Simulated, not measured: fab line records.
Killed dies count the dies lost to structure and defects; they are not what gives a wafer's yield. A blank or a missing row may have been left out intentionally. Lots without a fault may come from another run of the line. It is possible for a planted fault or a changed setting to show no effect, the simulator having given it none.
Struck lot and sound lot, side by side || flow n5Finfet || 39 steps out of a route of 1938
Sound: these wafers, L315.3, L315.4, L315.6. Struck: wafer L310.5 (left out: L310.4, a lot-mate that was not struck); the cause follows at the end.
For every step that has rows: the tool of each side, followed by ch and its chambers, followed by its first start. Under that, the readings that differ: sound wafers || struck wafers || difference of the means || sigmas: that difference in standard deviations of wafers without a fault.
alike: a reading whose means differ by less than 2 such deviations, as well as words and numbers matching on both sides. not compared: withheld readings; readings where some wafer has no value; bounds like >300 that might hide an equal value; numbers whose values overlap and for which the record gives no deviation.
A row with sigmas, a row that says differs or no value, or rows on one side alone: a step with any of these is where the two part. Non-overlapping numbers with no deviation appear without sigmas and do not part them. A reading missing from all wafers of one side parts the sides only when that side holds two or more wafers.

first, 12 steps without rows for these wafers: N5_FIN_SAQP_DESCUM_21 (chemistry O2, time 7.9 s); N5_FIN_SAQP_ETCH_51 (etches SiARC in CF4, target depth 45.5 nm, time 75.8 s); N5_FIN_SAQP_ETCH_52 (etches SOC in N2/H2, target depth 100 nm, overetch 20 nm, time 150 s); N5_FIN_SAQP_STRIP_53 (strips in N2/H2); N5_FIN_SAQP_HM_OPEN_73 (chemistry CHF3/O2, target SiO2, stops on a-Si, target depth 12 nm, time 16.8 s); N5_FIN_SAQP_STRIP_74 (strips in CHF3/O2); N5_FIN_SAQP_MANDREL_ETCH_22 (etches a-Si in HBr/Cl2, stops on SiNx, target depth 60 nm, bt time 10 s, time 30 s); N5_FIN_SAQP_STRIP_55 (strips in N2/H2); N5_FIN_SAQP_STRIP_23 (strips in SPM, time 750 s); N5_FIN_SAQP_SRD_66 (time 30 s); N5_FIN_SAQP_RECESS_75 (chemistry HF/NH3, target SiO2, target depth 14.4 nm, afs cycles 3, sublimation time 60 s); N5_FIN_SAQP_SPACER1_ALD_24 (deposits SiO2, target thk 20.3 nm, pulse time 1 s, purge time 2 s).
N5_FIN_SAQP_SPACER1_ETCHBACK_25: etches SiO2 in CHF3/O2, target depth 24.4 nm, time 12.2 s.
  sound on rieDiel-06 ch 0,1,3, day 7 12:18; struck on rieDiel-03 ch 2, day 6 06:28
  alike: drypumpMotorCurrentA, oes_ar_750_au, oesProductAu, rfFwdPowerW, rfVppV, showerheadPlenumPTorr, throttleValvePct
  not compared: rfHoursCounterH
N5_FIN_SAQP_MANDREL1_REMOVE_56: chemistry HBr/Cl2/O2, target a-Si, stops on SiNx, bt time 10 s.
  sound on rieSi-04 ch 0,2, day 7 12:23; struck on rieSi-04 ch 2, day 6 06:31
{"reading": "oesProductAu (a.u.)", "sound": "0.983 0.954 0.982", "struck": 0.369, "difference": -0.604, "sigmas": -36}
  alike: drypumpMotorCurrentA, mfcCl2Sccm, rfFwdPowerW, throttleValvePct
  not compared: rfHoursCounterH
N5_FIN_SAQP_CD_MEAS_27: target cd 20 nm.
  sound on cdSem-02 ch 0, day 7 12:30; struck on cdSem-03 ch 0, day 6 06:38
  not compared: cdNm
N5_FIN_SAQP_ETCH_57: etches SiNx in CH3F/O2, target depth 32.5 nm, time 46.4 s.
  sound on rieDiel-06 ch 0,1,3, day 7 12:32; struck on rieDiel-05 ch 1, day 6 06:41
{"reading": "etchRfOnTimeS (s)", "sound": "45.9 45.8 45.5", "struck": 116.0, "difference": "+70.3", "sigmas": "+64"}
{"reading": "oesProductAu (a.u.)", "sound": "0.62 0.60 0.67", "struck": 0.28, "difference": -0.35, "sigmas": -6}
{"reading": "rfFwdPowerW (W)", "sound": "387.5 384.8 385.9", "struck": 394.1, "difference": "+8.0", "sigmas": "+4"}
  alike: drypumpMotorCurrentA, oes_ar_750_au, rfVppV, showerheadPlenumPTorr, throttleValvePct
  not compared: rfHoursCounterH
then, 1 step without rows for these wafers: N5_FIN_SAQP_ETCH_65 (etches SiO2 in CF4, target depth 4 nm, time 4.4 s).
N5_FIN_SAQP_MANDREL_ETCH_58: etches a-Si in HBr/Cl2, stops on SiNx, target depth 45 nm, bt time 10 s, time 27 s.
  sound on rieSi-03 ch 0,2,3, day 7 12:41; struck on rieSi-05 ch 1, day 6 06:49
{"reading": "oesProductAu (a.u.)", "sound": "0.671 0.690 0.697", "struck": 0.329, "difference": -0.357, "sigmas": -24}
{"reading": "throttleValvePct (%)", "sound": "35.36 35.58 35.06", "struck": 36.02, "difference": "+0.69", "sigmas": "+3"}
  alike: drypumpMotorCurrentA, mfcCl2Sccm, rfFwdPowerW
  not compared: rfHoursCounterH
then, 19 steps without rows for these wafers: N5_FIN_SAQP_RECESS_63 (chemistry HF/NH3, target SiO2, target depth 18 nm, afs cycles 3, sublimation time 60 s); N5_FIN_SAQP_COAT_68 (time 60 s, resist thk 100 nm); N5_FIN_SAQP_ETCH_69 (etches SOC in N2/H2, stops on SiNx, target depth 150 nm); N5_FIN_SAQP_ETCH_67 (etches SiNx in CH3F/O2, target depth 30 nm); N5_FIN_SAQP_STRIP_70 (strips in N2/H2); N5_FIN_SAQP_RECESS_71 (chemistry HF/NH3, target SiO2, target depth 3 nm, afs cycles 1, sublimation time 60 s); N5_FIN_SAQP_SPACER2_ALD_28 (deposits SiO2, target thk 8.1 nm, pulse time 1 s, purge time 2 s); N5_FIN_SAQP_SPACER2_ETCHBACK_29 (etches SiO2 in CHF3/O2, target depth 12.2 nm, time 6.1 s); N5_FIN_SAQP_MANDREL2_REMOVE_60 (chemistry HBr/Cl2/O2, target a-Si, stops on SiNx, bt time 10 s); N5_FIN_SAQP_HM_OPEN_33 (chemistry CH3F/O2, target SiNx, target depth 49.4 nm, time 70.6 s); N5_FIN_SAQP_ETCH_34 (etches SiO2 in C4F6/O2, target depth 45 nm, time 15 s); N5_FIN_SAQP_STRIP_77 (strips in N2/H2, time 90 s); N5_FIN_SAQP_ETCH_64 (etches SiO2 in CF4, target depth 1.5 nm); N5_FIN_SAQP_FIN_ETCH_36 (etches the open film in HBr/Cl2/O2, target depth 120 nm, time 50.4 s); N5_FIN_SAQP_PRECLEAN_38 (cleans in O3/DIW, time 45 s); N5_FIN_SAQP_PRECLEAN_45 (cleans in dHF, time 10 s); N5_FIN_SAQP_SRD_39 (time 30 s); N5_FIN_CUT_COAT_18 (time 60 s, resist thk 230 nm); N5_FIN_CUT_COAT_19 (time 60 s, resist thk 20 nm).
N5_BEOL_M4_RC_MEAS_101:
  the record has rows for the sound wafers here (prober-02 ch 0, day 13 19:11) and none for the struck ones
-- a jump in the record: the struck wafers' starts before and after are 10 days apart (it breaks off in module BEOL_M4 and resumes in module PASSIVATION, where the first step shown is number 1936 of the route) --
N5_PASSIVATION_PROBE_49:
  only the struck wafers here have rows in the record (prober-01, day 16 10:14); the sound ones have none

WHERE THEY PART
At N5_FIN_SAQP_MANDREL1_REMOVE_56 first; at N5_PASSIVATION_PROBE_49 last (within this record only).

WHY: what the simulator had put in
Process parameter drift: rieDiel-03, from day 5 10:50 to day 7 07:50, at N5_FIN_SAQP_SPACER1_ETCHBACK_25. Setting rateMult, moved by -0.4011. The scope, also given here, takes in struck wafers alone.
